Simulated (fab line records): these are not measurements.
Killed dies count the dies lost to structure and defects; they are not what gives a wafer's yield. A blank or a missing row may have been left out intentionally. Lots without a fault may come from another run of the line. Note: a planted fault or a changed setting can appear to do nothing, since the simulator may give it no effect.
Which tool is to blame? / flow nand harc / 13 lots, 39 wafers sampled, at 5 steps of a route of 1302

## WHAT EACH GAUGE READ, for each wafer
NHARC_P_ZERO_WELL_CD_MEAS_37: target cd 720 nm.
lot=L483; measured=day 2 00:49; on=cd sem-02; cd nm (nm)=721.6 718.2 720.5
lot=L484; measured=day 2 10:08; on=cd sem-02; cd nm (nm)=721.2 720.7 722.0
lot=L486; measured=day 3 05:59; on=cd sem-01; cd nm (nm)=722.7 719.7 723.9
lot=L487; measured=day 3 16:05; on=cd sem-03; cd nm (nm)=719.3 718.7 718.4
lot=L488; measured=day 4 03:20; on=cd sem-03; cd nm (nm)=721.8 718.9 721.6
lot=L489; measured=day 4 12:44; on=cd sem-02; cd nm (nm)=720.4 720.6 720.2
lot=L490; measured=day 5 02:10; on=cd sem-03; cd nm (nm)=721.1 721.6 720.6
lot=L491; measured=day 5 08:32; on=cd sem-02; cd nm (nm)=738.7 739.6 738.9
lot=L498; measured=day 8 05:58; on=cd sem-03; cd nm (nm)=721.1 720.7 718.5
lot=L502; measured=day 9 21:58; on=cd sem-01; cd nm (nm)=721.2 721.5 721.3
lot=L503; measured=day 10 08:46; on=cd sem-01; cd nm (nm)=718.4 719.5 717.6
lot=L504; measured=day 10 18:05; on=cd sem-02; cd nm (nm)=720.1 719.2 720.6
lot=L506; measured=day 11 14:20; on=cd sem-02; cd nm (nm)=719.2 716.8 719.4

NHARC_P_ZERO_WELL_CD_MEAS_52: target cd 2000 nm.
lot=L483; measured=day 2 02:28; on=cd sem-02; cd nm (nm)=2003.1 2002.3 2000.4
lot=L484; measured=day 2 11:38; on=cd sem-03; cd nm (nm)=1998.3 1999.0 2000.9
lot=L486; measured=day 3 07:29; on=cd sem-03; cd nm (nm)=2001.5 1999.4 2002.8
lot=L487; measured=day 3 17:36; on=cd sem-03; cd nm (nm)=2002.8 2001.7 2003.3
lot=L488; measured=day 4 04:50; on=cd sem-01; cd nm (nm)=2001.1 1999.4 2001.2
lot=L489; measured=day 4 14:25; on=cd sem-02; cd nm (nm)=1998.9 1995.3 1998.2
lot=L490; measured=day 5 03:53; on=cd sem-03; cd nm (nm)=2001.6 1998.8 1998.2
lot=L491; measured=day 5 10:10; on=cd sem-03; cd nm (nm)=2001.8 2001.4 1998.9
lot=L498; measured=day 8 07:45; on=cd sem-03; cd nm (nm)=2003.6 2001.7 2001.1
lot=L502; measured=day 9 23:37; on=cd sem-02; cd nm (nm)=1997.5 1997.3 1999.0
lot=L503; measured=day 10 10:17; on=cd sem-02; cd nm (nm)=1999.7 2000.1 1998.1
lot=L504; measured=day 10 20:16; on=cd sem-02; cd nm (nm)=2002.2 2000.6 1999.8
lot=L506; measured=day 11 16:01; on=cd sem-03; cd nm (nm)=2001.8 2002.0 1999.4

NHARC_P_STI_OVL_MEAS_10.
lot=L483; measured=day 2 23:07; on=overlay-02; overlay x nm (nm)=6 6 6; overlay y nm (nm)=4 4 4
lot=L484; measured=day 3 08:25; on=overlay-02; overlay x nm (nm)=-1 -1 -1; overlay y nm (nm)=3 3 3
lot=L486; measured=day 4 00:06; on=overlay-01; overlay x nm (nm)=2 3 2; overlay y nm (nm)=16 16 16
lot=L487; measured=day 4 13:38; on=overlay-01; overlay x nm (nm)=-1 -1 0; overlay y nm (nm)=-6 -6 -6
lot=L488; measured=day 4 21:16; on=overlay-01; overlay x nm (nm)=8 8 8; overlay y nm (nm)=8 7 8
lot=L489; measured=day 5 09:25; on=overlay-02; overlay x nm (nm)=-4 -4 -4; overlay y nm (nm)=-2 -2 -2
lot=L490; measured=day 5 21:04; on=overlay-01; overlay x nm (nm)=-2 -3 -2; overlay y nm (nm)=-2 -3 -2
lot=L491; measured=day 6 04:38; on=overlay-02; overlay x nm (nm)=5 5 5; overlay y nm (nm)=-1 0 0
lot=L498; measured=day 9 10:46; on=overlay-01; overlay x nm (nm)=8 8 8; overlay y nm (nm)=-7 -8 -8
lot=L502; measured=day 10 23:26; on=overlay-02; overlay x nm (nm)=-5 -6 -6; overlay y nm (nm)=7 7 7
lot=L503; measured=day 11 06:37; on=overlay-02; overlay x nm (nm)=2 3 3; overlay y nm (nm)=1 1 1
lot=L504; measured=day 11 14:13; on=overlay-02; overlay x nm (nm)=-8 -8 -8; overlay y nm (nm)=-10 -10 -11
lot=L506; measured=day 12 12:15; on=overlay-02; overlay x nm (nm)=5 5 5; overlay y nm (nm)=-5 -5 -5

NHARC_P_STI_INSPECT_11.
lot=L483; measured=day 2 23:10; on=defect inspect-02; raw defect count=4 2 10
lot=L484; measured=day 3 08:27; on=defect inspect-01; raw defect count=4 3 9
lot=L486; measured=day 4 00:08; on=defect inspect-02; raw defect count=6 7 2
lot=L487; measured=day 4 13:40; on=defect inspect-02; raw defect count=3 9 3
lot=L488; measured=day 4 21:18; on=defect inspect-02; raw defect count=13 9 9
lot=L489; measured=day 5 09:28; on=defect inspect-01; raw defect count=4 14 5
lot=L490; measured=day 5 21:07; on=defect inspect-02; raw defect count=1 4 5
lot=L491; measured=day 6 04:41; on=defect inspect-02; raw defect count=5 5 6
lot=L498; measured=day 9 10:48; on=defect inspect-01; raw defect count=8 5 3
lot=L502; measured=day 10 23:29; on=defect inspect-02; raw defect count=8 4 4
lot=L503; measured=day 11 06:40; on=defect inspect-01; raw defect count=6 3 4
lot=L504; measured=day 11 14:15; on=defect inspect-01; raw defect count=4 8 4
lot=L506; measured=day 12 12:17; on=defect inspect-01; raw defect count=9 9 10

## WHAT TOOL EACH LOT RAN ON (gives the tool, then ch and the chambers of the sampled wafers, and finally the start)
lot=L483; NHARC_P_ZERO_WELL_EXPOSE_34=krf scanner-02 ch 0, day 2 00:40
lot=L484; NHARC_P_ZERO_WELL_EXPOSE_34=krf scanner-01 ch 0, day 2 09:59
lot=L486; NHARC_P_ZERO_WELL_EXPOSE_34=krf scanner-02 ch 0, day 3 05:50
lot=L487; NHARC_P_ZERO_WELL_EXPOSE_34=krf scanner-01 ch 0, day 3 15:56
lot=L488; NHARC_P_ZERO_WELL_EXPOSE_34=krf scanner-02 ch 0, day 4 03:11
lot=L489; NHARC_P_ZERO_WELL_EXPOSE_34=krf scanner-02 ch 0, day 4 12:35
lot=L490; NHARC_P_ZERO_WELL_EXPOSE_34=krf scanner-02 ch 0, day 5 02:00
lot=L491; NHARC_P_ZERO_WELL_EXPOSE_34=krf scanner-01 ch 0, day 5 08:23
lot=L498; NHARC_P_ZERO_WELL_EXPOSE_34=krf scanner-01 ch 0, day 8 05:49
lot=L502; NHARC_P_ZERO_WELL_EXPOSE_34=krf scanner-01 ch 0, day 9 21:49
lot=L503; NHARC_P_ZERO_WELL_EXPOSE_34=krf scanner-02 ch 0, day 10 08:37
lot=L504; NHARC_P_ZERO_WELL_EXPOSE_34=krf scanner-01 ch 0, day 10 17:56
lot=L506; NHARC_P_ZERO_WELL_EXPOSE_34=krf scanner-01 ch 0, day 11 14:11
- NHARC_P_ZERO_WELL_EXPOSE_34: exposes mask P PWELL, target cd 720 nm.

## WHAT THE TOOLS THEMSELVES READ (means of the sampled wafers that have a number; where no wafer has one, the mark that the record gives instead)
NHARC_P_ZERO_WELL_EXPOSE_34.
lot=L483; tool=krf scanner-02; focus offset nm (nm)=0.6
lot=L484; tool=krf scanner-01; focus offset nm (nm)=0.2
lot=L486; tool=krf scanner-02; focus offset nm (nm)=-0.1
lot=L487; tool=krf scanner-01; focus offset nm (nm)=0.2
lot=L488; tool=krf scanner-02; focus offset nm (nm)=-0.4
lot=L489; tool=krf scanner-02; focus offset nm (nm)=0.2
lot=L490; tool=krf scanner-02; focus offset nm (nm)=-0.1
lot=L491; tool=krf scanner-01; focus offset nm (nm)=0.5
lot=L498; tool=krf scanner-01; focus offset nm (nm)=0.0
lot=L502; tool=krf scanner-01; focus offset nm (nm)=-0.1
lot=L503; tool=krf scanner-02; focus offset nm (nm)=0.2
lot=L504; tool=krf scanner-01; focus offset nm (nm)=-0.4
lot=L506; tool=krf scanner-01; focus offset nm (nm)=-0.9

## THE ANSWER, worked out from the rows above alone
Rule: usual is defined by the lots themselves. The widest of any qualifying gaps counts: lots, ordered by their means at a reading, are off when they make up no more than a third of the lots, leave a main group of 4 or more, and stand apart from it by 3 or more times the standard deviation of that group's means. Not used: any main group whose means are identical at the precision the tables above print for the reading. Also off: a lot with no number at a reading for which 4 or more lots have one. Where the step has rows for the other lots, those lots are counted as sound. After the gauges, taken in route order, come the tools' own readings; for these a lot's mean is taken, as printed above. The first step at which some lot is off is used, and at that step the reading that is off furthest; a lot without a number counts as furthest.
Off: L491, at NHARC_P_ZERO_WELL_CD_MEAS_37 (cd nm). The main group has a mean of 720.2 nm with a standard deviation of 1.1.
If a tool, at a process step before that reading, ran all the lots that are off and no sound lot after the first of them, it fits. The gauges at NHARC_P_ZERO_WELL_CD_MEAS_37 are tried like those tools. None of those tried fits.

## WHAT THE SIMULATOR HAD INSERTED
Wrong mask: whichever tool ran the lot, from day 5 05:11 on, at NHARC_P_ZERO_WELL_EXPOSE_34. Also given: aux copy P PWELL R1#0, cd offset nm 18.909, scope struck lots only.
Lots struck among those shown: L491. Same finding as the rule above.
